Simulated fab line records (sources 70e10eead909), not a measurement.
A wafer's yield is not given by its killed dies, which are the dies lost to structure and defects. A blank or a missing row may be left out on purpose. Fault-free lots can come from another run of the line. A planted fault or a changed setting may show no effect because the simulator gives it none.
Which tool was responsible? | flow nandHarc | 12 lots, 36 wafers sampled, at 4 steps of a route of 1159

WHAT EACH GAUGE READ, for each wafer
NHARC_A_CONTACT_CD_MEAS_69: the cd target is 200 nm.
lot  | measured     | on       | cdNm (nm)
L075 | day 16 21:20 | cdSem-01 | 199.6 200.1 199.3
L078 | day 17 18:10 | cdSem-02 | 199.4 199.8 199.9
L080 | day 18 07:10 | cdSem-03 | 199.5 199.8 200.2
L079 | day 18 13:26 | cdSem-03 | 199.9 200.7 200.2
L082 | day 18 23:17 | cdSem-01 | 199.5 199.9 199.8
L085 | day 19 12:36 | cdSem-02 | 199.9 199.8 199.7
L087 | day 20 00:40 | cdSem-02 | 199.6 200.3 200.2
L090 | day 20 06:06 | cdSem-02 | 199.9 199.8 200.3
L091 | day 21 09:53 | cdSem-03 | 200.0 199.9 200.5
L094 | day 21 16:06 | cdSem-02 | 199.8 200.0 199.9
L096 | day 21 19:46 | cdSem-01 | 200.2 200.5 199.9
L097 | day 22 06:52 | cdSem-03 | 200.2 199.6 199.7

WHAT TOOL EACH LOT RAN ON (gives the tool, then ch and the chambers of the sampled wafers, and finally the start)
lot  | NHARC_A_CONTACT_ETCH_117           | NHARC_A_CONTACT_STRIP_55                     | NHARC_A_CONTACT_DEP_57
L075 | harCapEtch-02 ch 0,1, day 16 15:15 | rieDiel-08 ch 1,3, day 16 19:23 or earlier   | aclDep-03 ch 0, day 16 19:23
L078 | harCapEtch-03 ch 0,1, day 17 13:08 | rieDiel-12 ch 0,2, day 17 16:14 or earlier   | aclDep-03 ch 0, day 17 16:14
L080 | harCapEtch-03 ch 0,1, day 18 01:19 | rieDiel-12 ch 1,2, day 18 05:17 or earlier   | aclDep-02 ch 0, day 18 05:17
L079 | harCapEtch-03 ch 0,1, day 18 07:35 | rieDiel-03 ch 0,1,3, day 18 11:05 or earlier | aclDep-01 ch 0, day 18 11:05
L082 | harCapEtch-03 ch 0,1, day 18 18:35 | rieDiel-12 ch 0,3, day 18 21:31 or earlier   | aclDep-01 ch 0, day 18 21:31
L085 | harCapEtch-01 ch 0,1, day 19 07:34 | rieDiel-08 ch 0,1, day 19 10:40 or earlier   | aclDep-02 ch 0, day 19 10:40
L087 | harCapEtch-02 ch 0,1, day 19 17:43 | rieDiel-03 ch 1,2, day 19 22:31 or earlier   | aclDep-02 ch 0, day 19 22:31
L090 | harCapEtch-01 ch 0,1, day 20 01:16 | rieDiel-08 ch 0,2,3, day 20 03:48 or earlier | aclDep-01 ch 0, day 20 03:48
L091 | harCapEtch-03 ch 0,1, day 21 02:37 | rieDiel-03 ch 0,2,3, day 21 07:32 or earlier | aclDep-02 ch 0, day 21 07:32
L094 | harCapEtch-02 ch 0,1, day 21 09:08 | rieDiel-12 ch 1,2,3, day 21 13:44 or earlier | aclDep-01 ch 0, day 21 13:44
L096 | harCapEtch-03 ch 0,1, day 21 14:26 | rieDiel-03 ch 0,1,3, day 21 17:34 or earlier | aclDep-02 ch 0, day 21 17:34
L097 | harCapEtch-02 ch 0,1, day 22 00:53 | rieDiel-08 ch 1,2,3, day 22 04:25 or earlier | aclDep-01 ch 0, day 22 04:25
- NHARC_A_CONTACT_ETCH_117: etches the open film in C4F8/O2/Ar, time 94 s, target depth 922 nm.
- NHARC_A_CONTACT_STRIP_55: strips in O2.
- NHARC_A_CONTACT_DEP_57: deposits aC, target thk 2800 nm.

THE ANSWER, worked out from the rows above alone
Rule: what is usual is taken from the lots themselves. Put in order of their means at a reading, lots are off if they are a third of the lots or fewer, leave a main group of 4 or more, and stand apart from it by a gap of 3 or more times the standard deviation of the main group's means; of several such gaps the widest counts. If all means in a main group match to the digits the tables above print for the reading, that group is not used. A lot without any number at a reading at which 4 lots or more have one is off too. The other lots that the step has rows for count as sound.
No lot is off at any reading shown: from this, nothing can be told.

WHAT THE SIMULATOR HAD PUT IN
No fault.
